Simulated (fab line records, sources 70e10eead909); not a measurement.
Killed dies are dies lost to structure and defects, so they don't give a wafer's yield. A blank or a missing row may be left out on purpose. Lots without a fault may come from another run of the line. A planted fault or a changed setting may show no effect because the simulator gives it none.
One fault seen from 2 desks | flow nand_harc | each desk has only its own numbers; what lay behind them comes last

THE TOOL OWNER'S DESK: rie_diel-02
The tool's own readings at NHARC_A_CONTACT_ETCH_30 (etches the open film in CF4/CHF3, target depth 60.5 nm, time 30.2 s): means of the sampled wafers that have a number, for each lot that ran on this tool. A lot is out of limits, marked OUT, if its mean lies more than 4 standard deviations from the usual mean; the brackets give that distance.
Columns: A = drypump_motor_current_A at NHARC_A_CONTACT_ETCH_30, usual 5.6 A; B = oes_product_au at NHARC_A_CONTACT_ETCH_30, usual 0.937 a.u.; C = rf_vpp_V at NHARC_A_CONTACT_ETCH_30, usual 369.8 V; D = showerhead_plenum_p_Torr at NHARC_A_CONTACT_ETCH_30, usual 1.55 Torr; E = throttle_valve_pct at NHARC_A_CONTACT_ETCH_30, usual 16.803 %
lot  | first seen here | A   | B     | C     | D    | E
L218 | day 16 22:17    | 5.4 | 0.928 | 369.5 | 1.54 | 16.797
L222 | day 18 01:20    | 5.4 | 0.923 | 368.8 | 1.54 | 16.799
L227 | day 19 08:38    | 5.6 | 0.919 | 369.0 | 1.53 | 16.802
L235 | day 21 16:41    | 5.2 | 0.931 | 370.3 | 1.56 | 16.801
This desk's finding: nothing out of limits on any of the 4 lots.

THE METROLOGY DESK
What the gauges read, lot by lot, whatever tool the lot ran on: means of the sampled wafers that have a number. A lot is out of limits, marked OUT, if its mean lies more than 4 standard deviations from the usual mean; the brackets give that distance.
Columns: A = overlay_x_nm at NHARC_A_CONTACT_OVL_MEAS_09, usual -0.1 nm; B = overlay_y_nm at NHARC_A_CONTACT_OVL_MEAS_09, usual -0.3 nm
lot  | first seen here | A    | B
L218 | day 16 21:40    | -0.3 | -1.8
L221 | day 16 23:53    | -0.5 | -1.8
L219 | day 17 08:02    | -0.4 | 0.5
L220 | day 17 09:59    | -0.3 | -1.0
L222 | day 18 00:38    | -1.4 | -0.7
L224 | day 18 06:01    | 1.0  | -0.4
L223 | day 18 07:23    | 0.9  | 0.2
L225 | day 18 13:29    | -0.1 | 0.4
L226 | day 19 04:09    | -0.1 | -1.4
L227 | day 19 07:54    | -0.7 | 0.1
L231 | day 19 12:20    | -1.4 | -0.1
L235 | day 21 16:04    | 0.7  | 0.3
This desk's finding: nothing out of limits on any of the 12 lots.

PUT TOGETHER
The tool owner's desk saw nothing out of limits.
The metrology desk saw nothing out of limits.

WHAT THE SIMULATOR HAD PUT IN
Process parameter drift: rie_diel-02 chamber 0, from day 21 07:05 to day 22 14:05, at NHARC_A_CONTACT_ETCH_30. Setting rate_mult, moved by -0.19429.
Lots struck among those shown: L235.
